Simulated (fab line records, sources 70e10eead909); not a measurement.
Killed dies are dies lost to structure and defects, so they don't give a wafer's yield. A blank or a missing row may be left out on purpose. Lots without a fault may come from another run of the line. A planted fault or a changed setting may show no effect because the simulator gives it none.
Chamber matching | flow nand_harc | NHARC_A_BONDPAD_DEP_00 on pecvd-01: 3 sister chambers
The step deposits SiCN, target thk 250 nm. 3 wafers are shown with their chamber, then 12 later ones without.

WAFERS WITH THEIR CHAMBER
wafer  | chamber | heater_power_w (W)
L086.4 | 1       | 565
L085.1 | 2       | 508
L085.6 | 0       | 662

WAFERS WITHOUT THEIR CHAMBER
wafer  | heater_power_w (W)
L090.3 | 564
L090.5 | 585
L090.6 | 478
L089.2 | 524
L089.3 | 578
L089.4 | 659
L091.3 | 662
L091.4 | 503
L091.5 | 658
L096.1 | 534
L096.3 | 629
L096.4 | 538

WHICH CHAMBER EACH WENT THROUGH
wafer  | from the rows above     | in truth
L090.3 | 1                       | 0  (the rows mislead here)
L090.5 | 1                       | 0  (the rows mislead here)
L090.6 | 2                       | 2
L089.2 | can't be placed: 2 or 1 | 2
L089.3 | 1                       | 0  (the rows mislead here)
L089.4 | 0                       | 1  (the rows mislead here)
L091.3 | 0                       | 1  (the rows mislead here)
L091.4 | 2                       | 2
L091.5 | 0                       | 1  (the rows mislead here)
L096.1 | can't be placed: 2 or 1 | 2
L096.3 | can't be placed: 0 or 1 | 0
L096.4 | can't be placed: 1 or 2 | 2
Placed correctly: 2 of 12. Can't be placed from these rows: 4 (the true chamber is among the candidates in 4). Placed wrongly: 6.
How it was worked out, from the rows above alone: a wafer's distance from a chamber is the root of the sum, over the readings, of the square of ((its reading less the chamber's mean) divided by the reading's scatter). The wafer belongs to the nearest chamber; if the next one is less than 2 further off, it can't be placed. A chamber's mean is the mean of its shown wafers. The scatter: with one shown wafer a chamber, the root of the mean of the squares of how far each hidden wafer lies from its nearest shown one.
